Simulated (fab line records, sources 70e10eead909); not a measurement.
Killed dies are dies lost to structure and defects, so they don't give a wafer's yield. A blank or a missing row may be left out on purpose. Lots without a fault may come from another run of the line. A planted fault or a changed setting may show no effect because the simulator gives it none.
Chamber matching | flow nand_harc | NHARC_P_ZERO_WELL_DESCUM_39 on rie_diel-06: 4 sister chambers
The step chemistry O2, time 3 s. 4 wafers are shown with their chamber, then 11 later ones without.

WAFERS WITH THEIR CHAMBER
wafer  | chamber | showerhead_plenum_p_Torr (Torr)
L088.6 | 2       | 2.00
L089.1 | 0       | 1.83
L089.4 | 3       | 1.84
L090.1 | 1       | 1.83

WAFERS WITHOUT THEIR CHAMBER
wafer  | showerhead_plenum_p_Torr (Torr)
L090.3 | 1.84
L090.6 | 1.84
L091.3 | 1.83
L091.4 | 1.83
L091.6 | 2.00
L094.1 | 1.84
L094.3 | 1.83
L094.4 | 1.83
L095.1 | 1.83
L095.3 | 1.84
L095.4 | 1.99

WHICH CHAMBER EACH WENT THROUGH
wafer  | from the rows above     | in truth
L090.3 | 3                       | 3
L090.6 | 3                       | 3
L091.3 | can't be placed: 0 or 1 | 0
L091.4 | can't be placed: 0 or 1 | 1
L091.6 | 2                       | 2
L094.1 | 3                       | 3
L094.3 | can't be placed: 0 or 1 | 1
L094.4 | can't be placed: 0 or 1 | 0
L095.1 | can't be placed: 0 or 1 | 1
L095.3 | 3                       | 3
L095.4 | 2                       | 2
Placed correctly: 6 of 11. Can't be placed from these rows: 5 (the true chamber is among the candidates in 5). Placed wrongly: 0.
How it was worked out, from the rows above alone: a wafer's distance from a chamber is the root of the sum, over the readings, of the square of ((its reading less the chamber's mean) divided by the reading's scatter). The wafer belongs to the nearest chamber; if the next one is less than 2 further off, it can't be placed. A chamber's mean is the mean of its shown wafers. The scatter: with one shown wafer a chamber, the root of the mean of the squares of how far each hidden wafer lies from its nearest shown one.
